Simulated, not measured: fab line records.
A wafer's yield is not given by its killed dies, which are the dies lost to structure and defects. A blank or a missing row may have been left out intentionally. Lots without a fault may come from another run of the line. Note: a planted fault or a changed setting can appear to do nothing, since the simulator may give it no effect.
A struck lot beside a sound one    flow n5-finfet    16 out of 1938 route steps
Sound: these wafers, L349.2, L349.3, L349.6. Struck: wafer L357.2; the same lot's L357.5 was not struck, so it is left out; see the end for the cause.
Per side, at each step with rows, come the tool, then ch with its chambers, and then its first start. Under that, the readings that differ: sound wafers    struck wafers    difference of the means    sigmas: that difference in standard deviations of wafers without a fault.
alike: words and numbers the same on both sides, and readings whose means are apart by under 2 such deviations; not compared: readings that were withheld, readings missing a value for some wafer, numbers with overlapping values and no deviation given by the record, and bounds like >300 which may hide the same value.
Wherever a step has rows on one side only, a row that says differs or no value, or a row with sigmas, the two part there. Non-overlapping numbers with no deviation appear without sigmas and do not part them. Lack of a reading on every wafer of one side parts them only where that side has two or more wafers.

N5_HKMG_FIN_DESCUM_53: chemistry O2, time 7.9 s.
  sound on rie-diel-02 ch 0,1,2, day 6 02:09; struck on rie-diel-04 ch 3, day 8 06:08
  alike: drypump-motor-current-A, oes-product-au, rf-vpp-V, showerhead-plenum-p-Torr, throttle-valve-pct
  not compared: rf-hours-counter-h
N5_HKMG_FIN_ETCH_54: etches SiARC in CF4, target depth 45.5 nm, time 75.8 s.
  sound on rie-diel-02 ch 0,1,2, day 6 02:11; struck on rie-diel-04 ch 3, day 8 06:10
  alike: drypump-motor-current-A, etch-rf-on-time-s, oes-product-au, rf-vpp-V, showerhead-plenum-p-Torr, throttle-valve-pct
  not compared: rf-hours-counter-h
N5_HKMG_FIN_ETCH_55: etches SOC in N2/H2, target depth 240 nm, time 300 s.
  sound on rie-diel-02 ch 0,1,2, day 6 02:14; struck on rie-diel-04 ch 3, day 8 06:14
  alike: drypump-motor-current-A, oes-product-au, rf-vpp-V, showerhead-plenum-p-Torr, throttle-valve-pct
  not compared: rf-hours-counter-h
then, 5 steps without rows for these wafers: N5_HKMG_FIN_STRIP_56 (strips in N2/H2); N5_HKMG_FIN_STRIP_57 (strips in CF4); N5_HKMG_FIN_ETCH_58 (etches SOC in N2/H2, target depth 215.8 nm, time 741 s); N5_HKMG_FIN_STRIP_93 (strips SOC in N2/H2, time 20 s); N5_HKMG_FIN_WET_ETCH_76 (etches Al2O3 in dNH4OH, stops on La2O3, target depth 2.25 nm, rinse time 30 s).
N5_HKMG_FIN_STRIP_60: strips in N2/H2, time 360 s.
  sound on plasma-asher-01 ch 1, day 6 03:02; struck on plasma-asher-02 ch 0, day 8 07:04
reading             sound        struck  difference  sigmas
heater-power-w (W)  412 415 408  630     +218        +3
  alike: drypump-motor-current-A
  not compared: rf-hours-counter-h
then, 2 steps without rows for these wafers: N5_HKMG_FIN_WET_ETCH_77 (etches La2O3 in dHCl, stops on HfO2, target depth 2 nm); N5_HKMG_FIN_WET_ETCH_78 (etches Al2O3 in dNH4OH, stops on La2O3, target depth 4.5 nm, rinse time 30 s).
N5_HKMG_FIN_ALD_79: deposits TiN, target thk 1.5 nm, pulse time 1 s, purge time 3 s.
  sound on ald-metal-03 ch 0,1,2, day 6 03:31; struck on ald-metal-04 ch 3, day 8 07:32
  alike: heater-power-w, precursor-pulse-height-rel
  not compared: since-wet-clean-h
N5_HKMG_FIN_CVD_62: deposits a-Si from Si2H6, target thk 3 nm, time 20.8 s.
  sound on thermal-cvd-si-02 ch 0,1,2, day 6 03:53; struck on thermal-cvd-si-02 ch 0, day 8 07:55
reading                                    sound    struck  difference  sigmas
model.a-Si_of_HKMG_FIN_CVD_62.thk-nm (nm)  3 2.8 3  1.8     -1.1        
  alike: heater-power-w
  not compared: since-wet-clean-h
then, 1 step without rows for these wafers: N5_HKMG_FIN_RTA_80 (time 2 s).
-- here the record skips 4 days between the struck wafers' starts before and after, leaving off in module HKMG_FIN and picking up in module BEOL_M4 (first step shown: number 1111 of the route) --
N5_BEOL_M4_RC_MEAS_101:
  sound on prober-01 ch 0, day 10 03:54; struck on prober-01 ch 0, day 12 02:04
  alike: DIBL_N, DIBL_P, IOFF_N, IOFF_P, ION_N, ION_P, SS_N, SS_P, VT_N, VT_P
-- record jumps: 4 days separate the struck wafers' starts on either side; left off in module BEOL_M4, taken up again in module PASSIVATION, whose first shown step is the route's number 1936 --
N5_PASSIVATION_PROBE_49:
  sound on prober-02 at day 14 10:18; struck on prober-02 at day 16 09:51
reading                   sound           struck  difference  sigmas
defect-limited-yield (%)  93.5 93.6 94.8  89.2    -4.8        -3
killed_at_M0_to_M3        23 16 18        39      +20         +2
killed-at-front-end       36 28 23        61      +32         +2
killed-dies               77 76 61        127     +56         +3
killed-open               48 53 41        85      +38         +3
killed-short              27 22 19        38      +15         +2
sort_bin_5_function (%)   4.3 3.3 2.8     6.0     +2.5        +3
sort_bin_6_memory (%)     1.9 2.9 2.1     4.3     +2.0        +3
sort-n-pass               1103 1104 1119  1053    -56         -3
sort-yield-pct (%)        93.5 93.6 94.8  89.2    -4.8        -3
  alike: killed_at_M4_up, killed-at-contacts, killed-at-other

WHERE THEY PART
First at N5_HKMG_FIN_STRIP_60; last, within this record, at N5_PASSIVATION_PROBE_49.

WHY: whatever the simulator had introduced
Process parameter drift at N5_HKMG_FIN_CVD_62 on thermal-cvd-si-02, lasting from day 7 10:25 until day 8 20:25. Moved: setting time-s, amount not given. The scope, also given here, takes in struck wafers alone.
